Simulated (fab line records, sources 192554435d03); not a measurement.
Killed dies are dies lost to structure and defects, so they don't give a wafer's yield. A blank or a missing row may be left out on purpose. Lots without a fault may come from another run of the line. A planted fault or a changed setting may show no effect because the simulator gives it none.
Chamber matching | flow n5_finfet | N5_SPACER0_ALD_00 on ald_sin-03: 4 sister chambers
The step deposits SiOCN, target thk 3.5 nm, pulse time 3 s, purge time 2 s. 4 wafers are shown with their chamber, then 9 later ones without.

WAFERS WITH THEIR CHAMBER
wafer  | chamber | heater_power_w (W)
L083.6 | 2       | 850
L087.1 | 1       | 803
L087.2 | 3       | 830
L087.3 | 0       | 755

WAFERS WITHOUT THEIR CHAMBER
wafer  | heater_power_w (W)
L087.4 | 826
L087.5 | 794
L087.6 | 767
L096.2 | 844
L096.3 | 820
L096.5 | 828
L097.1 | 749
L097.2 | 828
L097.3 | 842

WHICH CHAMBER EACH WENT THROUGH
wafer  | from the rows above     | in truth
L087.4 | 3                       | 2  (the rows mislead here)
L087.5 | 1                       | 1
L087.6 | 0                       | 0
L096.2 | can't be placed: 2 or 3 | 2
L096.3 | can't be placed: 3 or 1 | 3
L096.5 | 3                       | 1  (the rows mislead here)
L097.1 | 0                       | 0
L097.2 | 3                       | 3
L097.3 | can't be placed: 2 or 3 | 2
Placed correctly: 4 of 9. Can't be placed from these rows: 3 (the true chamber is among the candidates in 3). Placed wrongly: 2.
How it was worked out, from the rows above alone: a wafer's distance from a chamber is the root of the sum, over the readings, of the square of ((its reading less the chamber's mean) divided by the reading's scatter). The wafer belongs to the nearest chamber; if the next one is less than 2 further off, it can't be placed. A chamber's mean is the mean of its shown wafers. The scatter: with one shown wafer a chamber, the root of the mean of the squares of how far each hidden wafer lies from its nearest shown one.
